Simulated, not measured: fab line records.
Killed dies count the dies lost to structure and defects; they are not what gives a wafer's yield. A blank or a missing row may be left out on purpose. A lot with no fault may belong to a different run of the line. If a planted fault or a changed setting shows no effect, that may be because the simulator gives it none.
Chamber matching | flow nand harc | 4 sister chambers for NHARC_A_CHANNEL_FILL_D2_ALD_14 on ald hk-03
The step deposits SiO2, target thk 2.5 nm, pulse time 10 s, ald cycles 25. 20 wafers are shown with their chamber, then 10 later ones without.

EACH WAFER AND ITS CHAMBER
wafer  | chamber | heater power w (W) | precursor pulse height rel
L075.1 | 1       | 427                | 1.021
L075.3 | 0       | 519                | 0.970
L075.4 | 3       | 417                | 0.979
L081.3 | 3       | 419                | 0.978
L081.4 | 2       | 425                | 0.981
L081.5 | 2       | 413                | 1.020
L082.1 | 2       | 416                | 0.976
L082.2 | 0       | 524                | 1.016
L082.3 | 3       | 425                | 0.965
L082.4 | 1       | 423                | 1.006
L082.5 | 1       | 420                | 1.006
L082.6 | 0       | 526                | 1.009
L088.3 | 0       | 486                | 0.993
L088.4 | 2       | 416                | 0.972
L088.6 | 1       | 430                | 0.994
L091.2 | 0       | 490                | 0.984
L091.3 | 3       | 423                | 1.007
L091.6 | 0       | 495                | 1.030
L092.3 | 3       | 428                | 1.004
L092.4 | 0       | 479                | 0.987

SIGNATURES, as means of the wafers listed above
reading                    | chamber 0 | chamber 1 | chamber 2 | chamber 3 | scatter within a chamber
heater power w             | 502.71    | 425.00    | 417.50    | 422.40    | 12.6
precursor pulse height rel | 0.99843   | 1.00675   | 0.98725   | 0.98660   | 0.019
Rule: for each reading, subtract the chamber's mean from the wafer's reading, divide by that reading's scatter and square the result; add these up over the readings and take the root, which gives the wafer's distance from the chamber. The wafer belongs to the nearest chamber; if the next one is less than 2 further off, it can't be placed. The scatter is the square root of a quotient: the sum, over the shown wafers, of each reading's squared deviation from its chamber's mean, divided by wafers minus chambers.

WAFERS WITH NO CHAMBER GIVEN
wafer  | heater power w (W) | precursor pulse height rel
L092.5 | 492                | 1.032
L092.1 | 407                | 0.986
L092.2 | 437                | 0.968
L092.6 | 435                | 0.998
L096.1 | 415                | 0.987
L096.3 | 429                | 0.998
L096.5 | 431                | 0.968
L097.2 | 496                | 1.013
L097.3 | 416                | 1.000
L097.4 | 411                | 1.025

EACH ONE'S CHAMBER
wafer  | from the rows above          | in truth
L092.5 | 0                            | 0
L092.1 | can't be placed: 2 or 3 or 1 | 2
L092.2 | can't be placed: 3 or 2 or 1 | 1
L092.6 | can't be placed: 1 or 3 or 2 | 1
L096.1 | can't be placed: 2 or 3 or 1 | 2
L096.3 | can't be placed: 1 or 3 or 2 | 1
L096.5 | can't be placed: 3 or 2 or 1 | 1
L097.2 | 0                            | 0
L097.3 | can't be placed: 2 or 1 or 3 | 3
L097.4 | can't be placed: 1 or 2 or 3 | 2
2 of 10 placed correctly. Unplaceable from these rows: 8, with the true chamber sitting among the candidates in 8. 0 placed wrongly.
